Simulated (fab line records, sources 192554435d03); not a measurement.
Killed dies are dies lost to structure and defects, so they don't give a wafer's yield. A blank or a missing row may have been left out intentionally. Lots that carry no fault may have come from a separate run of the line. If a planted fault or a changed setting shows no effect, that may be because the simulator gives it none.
A lot that was struck, set against a sound lot	flow n5-finfet	15 out of 1938 route steps
Sound: wafers L633.1, L633.2, L633.6. Struck: wafers L645.5, L645.6. (L645.4 of the same lot was not struck and is left out.) The cause comes at the end.
Each step with rows lists, per side, the tool, then ch with its chambers, then its first start. Under that, the readings that differ: sound wafers	struck wafers	difference of the means	sigmas: that difference in standard deviations of wafers without a fault.
alike: same words and numbers on both sides, and readings whose means sit less than 2 such deviations apart. not compared: any withheld reading, any reading some wafer has no value for, any bound like >300 that may hide the same value, and any number with overlapping values for which the record gives no deviation.
A row with sigmas, a row that says differs or no value, or rows on one side alone: a step with any of these is where the two part. Numbers that have no deviation but don't overlap get no sigmas and don't part them. A reading that every wafer of one side lacks parts them only if that side has two wafers or more.

first, 3 steps without rows for these wafers: N5_MOL_CONTACT_COAG_CONTACT_ETCH_14 (etches SiO2 in C4F6/O2, target depth 27.5 nm, overetch 8.5 nm, time 20 s); N5_MOL_CONTACT_COAG_STRIP_109 (strips in C4F6/O2); N5_MOL_CONTACT_COAG_ETCH_15 (etches SiNx in CH3F/O2, stops on Si:P, target depth 7 nm).
N5_MOL_CONTACT_COAG_ETCH_110: etches Si in CF4/O2, target depth 2.5 nm, time 8 s.
  sound on rie-diel-06 ch 0,1,3, day 7 06:01; struck on rie-diel-06 ch 0,2, day 10 04:32
  alike: chamber-pressure-mTorr, drypump-motor-current-A, oes-product-au, rf-vpp-V, showerhead-plenum-p-Torr, throttle-valve-pct
  not compared: rf-hours-counter-h
N5_MOL_CONTACT_COAG_STRIP_98: strips in N2/H2.
  sound on rie-diel-06 ch 0,1,3, day 7 06:04; struck on rie-diel-06 ch 0,2, day 10 04:35
  alike: chamber-pressure-mTorr, drypump-motor-current-A, h2-flow-sccm, n2-flow-sccm, oes-product-au, rf-vpp-V, showerhead-plenum-p-Torr, throttle-valve-pct
  not compared: rf-hours-counter-h
N5_MOL_CONTACT_COAG_CD_MEAS_99: target cd 17.2 nm.
  struck on cd-sem-03, day 10 04:38; sound on cd-sem-02, day 7 06:08
  alike: cd-nm
then, 2 steps without rows for these wafers: N5_MOL_CONTACT_COAG_IMPLANT_129; N5_MOL_CONTACT_COAG_PRECLEAN_111 (cleans in NF3:NH3, afs cycles 1, time 20 s, sublimation time 60 s).
N5_MOL_CONTACT_COAG_TI_SIL_19: material Ti, target thk 4.2 nm, time 15 s.
  struck on pvd-sputter-03, day 10 07:08; sound on pvd-sputter-02, day 7 06:58
  alike: throttle-valve-pct
then, 1 step without rows for these wafers: N5_MOL_CONTACT_COAG_ALD_20 (deposits TiN, target thk 1.5 nm, pulse time 1 s, purge time 3 s).
N5_MOL_CONTACT_COAG_SIL_ANNEAL_21: time 60 s.
  sound on rtp-anneal-01 ch 0, day 7 07:28; struck on rtp-anneal-02 ch 0, day 10 07:43
reading	sound	struck	difference	sigmas
lamp-power-pct (%)	6.50 6.49 6.49	6.20 6.21	-0.29	-2
lamp_zone_2_pct (%)	6.49 6.50 6.50	6.22 6.21	-0.28	-2
lamp_zone_7_pct (%)	6.83 6.82 6.83	6.52 6.53	-0.30	-2
  alike: wafer_temp_C_max
then, 1 step without rows for these wafers: N5_MOL_CONTACT_COAG_PRE_CLEAN_141 (time 60 s).
N5_MOL_CONTACT_COAG_SPUTTER_143: material Co, target thk 2.5 nm.
  struck on pvd-sputter-03, day 10 08:19; sound on pvd-sputter-03, day 7 08:15
reading	sound	struck	difference	sigmas
model.Co_of_MOL_CONTACT_COAG_SPUTTER_143.thk-nm (nm)	2.4 2.4 2.4	3.8 3.8	+1.4	
  alike: throttle-valve-pct
N5_MOL_CONTACT_COAG_CO_FILL_22: material Co, precursor CCTBA/H2, target thk 20 nm.
  sound on cvd-co-01 ch 0,2, day 7 08:22; struck on cvd-co-02 ch 0,1, day 10 08:43
  alike: heater-power-w
  not compared: since-wet-clean-h
-- here the record skips 3 days between the struck wafers' starts before and after, leaving off in module MOL_CONTACT_COAG and picking up in module BEOL_M4 (first step shown: number 1111 of the route) --
N5_BEOL_M4_RC_MEAS_101:
  sound on prober-01 ch 0, day 10 11:28; struck on prober-01 ch 0, day 13 18:43
  alike: DIBL_N, DIBL_P, IOFF_N, IOFF_P, ION_N, ION_P, SS_N, SS_P, VT_N, VT_P

## WHERE THEY PART
Only at N5_MOL_CONTACT_COAG_SIL_ANNEAL_21, within this record. Later steps at which nothing parts them and some readings are alike: N5_MOL_CONTACT_COAG_SPUTTER_143, N5_MOL_CONTACT_COAG_CO_FILL_22, N5_BEOL_M4_RC_MEAS_101.

WHY: what the simulator had put in
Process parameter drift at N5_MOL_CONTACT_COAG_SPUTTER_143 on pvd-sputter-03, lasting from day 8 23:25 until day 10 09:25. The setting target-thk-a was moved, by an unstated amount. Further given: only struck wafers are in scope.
